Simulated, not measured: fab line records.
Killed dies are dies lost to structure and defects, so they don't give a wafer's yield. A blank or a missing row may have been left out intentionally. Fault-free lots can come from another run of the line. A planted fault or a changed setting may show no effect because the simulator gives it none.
Chamber matching + flow nand harc + NHARC_A_M0_CMP_23 on cmp-04: 4 sister chambers
The step polishes, t overpolish 20 s, target thk 113.75 nm. 7 wafers are shown with their chamber, then 8 later ones without.

EACH WAFER AND ITS CHAMBER
| wafer  | chamber | motor current A (A) | time to endpoint s (s) |
|--------|---------|---------------------|------------------------|
| L078.3 | 0       | 10.3                | 28.5                   |
| L076.3 | 0       | 10.4                | 29.5                   |
| L076.5 | 1       | 12.3                | 31.9                   |
| L081.1 | 1       | 11.7                | 28.4                   |
| L081.5 | 2       | 13.9                | 30.1                   |
| L081.6 | 3       | 10.3                | 30.0                   |
| L082.2 | 2       | 13.4                | 30.0                   |

WAFERS WITH NO CHAMBER GIVEN
| wafer  | motor current A (A) | time to endpoint s (s) |
|--------|---------------------|------------------------|
| L082.4 | 12.2                | 28.4                   |
| L082.6 | 12.6                | 27.5                   |
| L089.2 | 12.1                | 26.6                   |
| L089.4 | 13.7                | 26.1                   |
| L089.6 | 10.5                | 20.9                   |
| L094.1 | 10.0                | 25.7                   |
| L094.2 | 10.4                | 25.6                   |
| L094.3 | 11.9                | 29.3                   |

WHICH CHAMBER EACH WENT THROUGH
| wafer  | from the rows above     | in truth |
|--------|-------------------------|----------|
| L082.4 | 1                       | 1        |
| L082.6 | can't be placed: 1 or 2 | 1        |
| L089.2 | 1                       | 1        |
| L089.4 | 2                       | 2        |
| L089.6 | can't be placed: 0 or 3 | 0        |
| L094.1 | can't be placed: 0 or 3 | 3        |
| L094.2 | can't be placed: 0 or 3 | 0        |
| L094.3 | 1                       | 1        |
4 of 8 placed correctly. Unplaceable from these rows: 4, with the true chamber sitting among the candidates in 4. Placed wrongly: 0.
How it was worked out, from the rows above alone: a wafer's distance from a chamber is the root of the sum, over the readings, of the square of ((its reading less the chamber's mean) divided by the reading's scatter). The wafer belongs to the nearest chamber; if the next one is less than 2 further off, it can't be placed. For every chamber, the mean is computed from those of its wafers that are shown. The scatter: take each reading less its chamber's mean, square it, sum over the shown wafers, divide by the number of wafers less the number of chambers, and take the root.
